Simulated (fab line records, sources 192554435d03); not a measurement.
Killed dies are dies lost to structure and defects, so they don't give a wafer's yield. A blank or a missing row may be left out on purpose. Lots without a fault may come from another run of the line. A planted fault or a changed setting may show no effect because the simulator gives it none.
Split-lot experiment | flow n5_finfet | 7 lots, 39 wafers read, on a route of 1938 steps

THE SPLIT
At N5_PASSIVATION_ETCH_15 (etches SiCN in CF4/N2, target depth 75 nm, time 81.2 s), the setting target_depth_a was moved away from the recipe's 750 angstrom on 12 of the 39 wafers read, by -52.8% to +22.9%. The other wafers ran this setting at the recipe's value.

The reading is taken at the split's own step.

THE READING
etch.depth_nm (the simulator's own value, which no gauge read), in nm, at N5_PASSIVATION_ETCH_15 (etches SiCN in CF4/N2, target depth 75 nm, time 81.2 s). The file gives no usual value for it. The 27 wafers here that ran the recipe average 64.50 nm, standard deviation 2.3 nm.

wafer  | tool, chamber at the split | target_depth_a as run, angstrom | against the recipe | etch.depth_nm, nm | against lot-mates on the recipe
L078.1 | rie_diel-05, 0             | 750                             | recipe             | 67.4              | -
L078.2 | rie_diel-05, 1             | 750                             | recipe             | 66.49             | -
L078.3 | rie_diel-05, 2             | 750                             | recipe             | 60.66             | -
L078.4 | rie_diel-05, 3             | 750                             | recipe             | 62.13             | -
L078.5 | rie_diel-05, 2             | 750                             | recipe             | 60.3              | -
L078.6 | rie_diel-05, 3             | 750                             | recipe             | 61.69             | -
L080.1 | rie_diel-06, 0             | 750                             | recipe             | 63.33             | -
L080.2 | rie_diel-06, 2             | 750                             | recipe             | 67.77             | -
L080.3 | rie_diel-06, 1             | 750                             | recipe             | 65.58             | -
L080.4 | rie_diel-06, 3             | 750                             | recipe             | 68.36             | -
L080.5 | rie_diel-06, 1             | 750                             | recipe             | 66.27             | -
L080.6 | rie_diel-06, 0             | 750                             | recipe             | 62.85             | -
L081.1 | rie_diel-03, 3             | 750                             | recipe             | 63.79             | -
L081.2 | rie_diel-03, 1             | 921.9                           | +22.9%             | 82.01             | +18.42
L081.3 | rie_diel-03, 2             | 921.9                           | +22.9%             | 81.68             | +18.09
L081.4 | rie_diel-03, 0             | 750                             | recipe             | 63.28             | -
L081.5 | rie_diel-03, 3             | 750                             | recipe             | 63.69             | -
L081.6 | rie_diel-03, 0             | 921.9                           | +22.9%             | 77.99             | +14.40
L079.1 | rie_diel-03, 1             | 750                             | recipe             | 67.1              | -
L079.2 | rie_diel-03, 2             | 474.2                           | -36.8%             | 41.98             | -22.83
L079.3 | rie_diel-03, 3             | 750                             | recipe             | 63.72             | -
L079.4 | rie_diel-03, 0             | 750                             | recipe             | 63.62             | -
L079.5 | rie_diel-03, 3             | 474.2                           | -36.8%             | 40.58             | -24.23
L079.6 | rie_diel-03, 0             | 474.2                           | -36.8%             | 40.16             | -24.65
L083.1 | rie_diel-05, 0             | 750                             | recipe             | 67.36             | -
L083.2 | rie_diel-05, 3             | 750                             | recipe             | 62.29             | -
L083.6 | rie_diel-05, 3             | 750                             | recipe             | 61.87             | -
L097.1 | rie_diel-06, 3             | 750                             | recipe             | 66.73             | -
L097.2 | rie_diel-06, 0             | 354                             | -52.8%             | 29.49             | -37.37
L097.3 | rie_diel-06, 1             | 354                             | -52.8%             | 30.78             | -36.08
L097.4 | rie_diel-06, 2             | 750                             | recipe             | 66.39             | -
L097.5 | rie_diel-06, 3             | 750                             | recipe             | 67.47             | -
L097.6 | rie_diel-06, 2             | 354                             | -52.8%             | 31.55             | -35.31
L096.1 | rie_diel-06, 3             | 618.7                           | -17.5%             | 56.08             | -7.74
L096.2 | rie_diel-06, 0             | 750                             | recipe             | 63.14             | -
L096.3 | rie_diel-06, 1             | 750                             | recipe             | 65.37             | -
L096.4 | rie_diel-06, 2             | 618.7                           | -17.5%             | 55.35             | -8.47
L096.5 | rie_diel-06, 0             | 750                             | recipe             | 62.95             | -
L096.6 | rie_diel-06, 1             | 618.7                           | -17.5%             | 53.48             | -10.34

THE FIT
A straight line over all 39 wafers: etch.depth_nm changes by +0.647 nm for each +1% of target_depth_a; r = +0.98; the points scatter about the line by 2.2 nm.
The same after taking each lot's own level away (the mean of its wafers on the recipe; 39 wafers): +0.678 nm for each +1%; r = +0.99; scatter 2 nm.
On that fit, the largest move of target_depth_a shifts the reading by 36 nm.
The lots' own levels span 63.112 to 66.863 nm, that is 1.6 times the standard deviation above.
So the lot-to-lot level changes the slope little: the two slopes agree.
Check: with one of the wafers moved furthest among these (-52.8%) left out of the fit, the line predicts -34.9 nm for it against its lot-mates. It came out at -37.4 nm against them.

THE FILE'S OWN FIT
etch.depth_nm changes by +0.671 nm for each +1% of target_depth_a, r = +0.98.
